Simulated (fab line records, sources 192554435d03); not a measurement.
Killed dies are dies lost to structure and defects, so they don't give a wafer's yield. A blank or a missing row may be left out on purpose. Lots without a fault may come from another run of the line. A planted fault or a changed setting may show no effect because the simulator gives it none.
One fault seen from 3 desks | flow n5_finfet | each desk has only its own numbers; what lay behind them comes last

THE TOOL OWNER'S DESK: rie_diel-05
The tool's own readings at N5_BEOL_M6_ETCH_62 (etches SOC in N2/H2, target depth 110 nm, overetch 22 nm, time 165 s): means of the sampled wafers that have a number, for each lot that ran on this tool. A lot is out of limits, marked OUT, if its mean lies more than 4 standard deviations from the usual mean; the brackets give that distance.
Columns: A = bias_w at N5_BEOL_M6_ETCH_62, usual 150.0 W; B = drypump_motor_current_A at N5_BEOL_M6_ETCH_62, usual 5.7 A; C = h2_flow_sccm at N5_BEOL_M6_ETCH_62, usual 200.0 sccm; D = oes_product_au at N5_BEOL_M6_ETCH_62, usual 0.69 a.u.; E = rf_vpp_V at N5_BEOL_M6_ETCH_62, usual 525.0 V; F = showerhead_plenum_p_Torr at N5_BEOL_M6_ETCH_62, usual 2.59 Torr; G = throttle_valve_pct at N5_BEOL_M6_ETCH_62, usual 17.76 %
lot  | first seen here | A               | B   | C     | D    | E                | F    | G
L562 | day 8 10:19     | 148.8           | 5.5 | 199.9 | 0.61 | 526.2            | 2.62 | 17.99
L564 | day 8 19:45     | 149.3           | 6.3 | 200.2 | 0.69 | 527.1            | 2.68 | 17.72
L565 | day 9 03:28     | 149.8           | 5.9 | 200.1 | 0.72 | 527.8            | 2.71 | 17.79
L568 | day 10 00:01    | 149.6           | 5.8 | 200.0 | 0.71 | 527.8            | 2.70 | 17.79
L569 | day 10 04:40    | 142.5 (-15) OUT | 5.6 | 200.4 | 0.73 | 509.9 (-6.9) OUT | 2.66 | 17.72
L573 | day 11 04:23    | 142.4 (-15) OUT | 6.0 | 199.4 | 0.67 | 511.1 (-6.3) OUT | 2.67 | 17.76
L582 | day 13 17:05    | 149.4           | 5.5 | 199.7 | 0.73 | 526.7            | 2.67 | 17.83
This desk's finding: out of limits on L569, L573; first on L569, day 10 04:40 (bias_w at N5_BEOL_M6_ETCH_62). In limits: L562, L564, L565, L568, L582.

THE METROLOGY DESK
What the gauges read, lot by lot, whatever tool the lot ran on: means of the sampled wafers that have a number. A lot is out of limits, marked OUT, if its mean lies more than 4 standard deviations from the usual mean; the brackets give that distance.
Columns: A = M6_OVL at N5_BEOL_M6_OVL_MEAS_12, usual 0.0 nm
lot  | first seen here | A
L562 | day 8 10:10     | 0.0
L564 | day 8 19:36     | -0.8
L565 | day 9 03:19     | 0.2
L566 | day 9 05:47     | -0.6
L568 | day 9 23:46     | -1.1
L569 | day 10 04:31    | 0.6
L572 | day 11 01:19    | 0.3
L573 | day 11 04:11    | 0.2
L575 | day 11 23:13    | 1.3
L582 | day 13 16:56    | 0.1
L581 | day 13 17:07    | 0.4
L584 | day 14 10:06    | 0.1
This desk's finding: nothing out of limits on any of the 12 lots.

THE DEFECT DESK
What the inspections along the route counted, lot by lot: means of the sampled wafers that have a number. A lot is out of limits, marked OUT, if its mean lies more than 4 standard deviations from the usual mean; the brackets give that distance.
Columns: A = raw_defect_count at N5_BEOL_M5_INSPECT_58, usual 69
lot  | first seen here | A
L562 | day 8 08:33     | 62
L564 | day 8 17:48     | 80
L565 | day 9 01:39     | 48
L566 | day 9 04:10     | 106
L568 | day 9 21:47     | 68
L569 | day 10 01:36    | 41
L572 | day 10 23:17    | 80
L573 | day 11 02:40    | 79
L575 | day 11 20:04    | 81
L582 | day 13 14:34    | 84
L581 | day 13 15:06    | 64
L584 | day 14 07:50    | 40
This desk's finding: nothing out of limits on any of the 12 lots.

PUT TOGETHER
The tool owner's desk could have raised an alarm at day 10 04:40, on L569, L573.
The metrology desk saw nothing out of limits.
The defect desk saw nothing out of limits.
The metrology desk has L569, L573 on record, within its limits.
The defect desk has L569, L573 on record, within its limits.
Of the lots named, all ran N5_BEOL_M6_ETCH_62 on rie_diel-05.

WHAT THE SIMULATOR HAD PUT IN
Process parameter drift: rie_diel-05, from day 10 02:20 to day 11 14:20, at N5_BEOL_M6_ETCH_62. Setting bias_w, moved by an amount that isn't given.
Lots struck among those shown: L569, L573.
Hours from the fault's start to each desk's first reading out of limits: the tool owner's desk, 2.
